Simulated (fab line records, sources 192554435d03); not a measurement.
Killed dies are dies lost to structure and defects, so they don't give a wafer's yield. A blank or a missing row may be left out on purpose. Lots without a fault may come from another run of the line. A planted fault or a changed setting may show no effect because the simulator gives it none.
Chamber matching | flow n5_finfet | N5_HKMG_FIN_CMP_94 on cmp-01: 4 sister chambers
The step polishes, stops on SiNx, t overpolish 4.7 s, target thk 43.299 nm. 16 wafers are shown with their chamber, then 8 later ones without.

WAFERS WITH THEIR CHAMBER
wafer  | chamber | motor_current_A (A)
L076.2 | 0       | 13.8
L076.4 | 3       | 13.1
L076.6 | 3       | 13.4
L082.3 | 3       | 13.6
L082.5 | 0       | 14.6
L082.6 | 3       | 13.8
L083.2 | 2       | 10.3
L083.3 | 0       | 14.0
L083.4 | 3       | 13.9
L084.1 | 0       | 13.4
L084.4 | 3       | 12.7
L084.5 | 2       | 10.4
L094.1 | 1       | 9.5
L094.2 | 2       | 10.3
L094.5 | 0       | 13.5
L095.1 | 0       | 13.5

SIGNATURES (means of the wafers above)
reading         | chamber 0 | chamber 1 | chamber 2 | chamber 3 | scatter within a chamber
motor_current_A | 13.800    | 9.500     | 10.333    | 13.417    | 0.414
Rule: a wafer's distance from a chamber is the root of the sum, over the readings, of the square of ((its reading less the chamber's mean) divided by the reading's scatter). The wafer belongs to the nearest chamber; if the next one is less than 2 further off, it can't be placed. The scatter: the root of (the sum of the squares of (reading less its chamber's mean) over the shown wafers, divided by (wafers less chambers)).

WAFERS WITHOUT THEIR CHAMBER
wafer  | motor_current_A (A)
L095.4 | 13.6
L095.5 | 13.6
L097.1 | 14.5
L097.2 | 13.6
L097.3 | 10.0
L097.4 | 9.8
L097.5 | 9.9
L097.6 | 10.4

WHICH CHAMBER EACH WENT THROUGH
wafer  | from the rows above     | in truth
L095.4 | can't be placed: 3 or 0 | 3
L095.5 | can't be placed: 3 or 0 | 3
L097.1 | can't be placed: 0 or 3 | 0
L097.2 | can't be placed: 3 or 0 | 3
L097.3 | can't be placed: 2 or 1 | 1
L097.4 | can't be placed: 1 or 2 | 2
L097.5 | can't be placed: 1 or 2 | 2
L097.6 | 2                       | 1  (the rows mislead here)
Placed correctly: 0 of 8. Can't be placed from these rows: 7 (the true chamber is among the candidates in 7). Placed wrongly: 1.
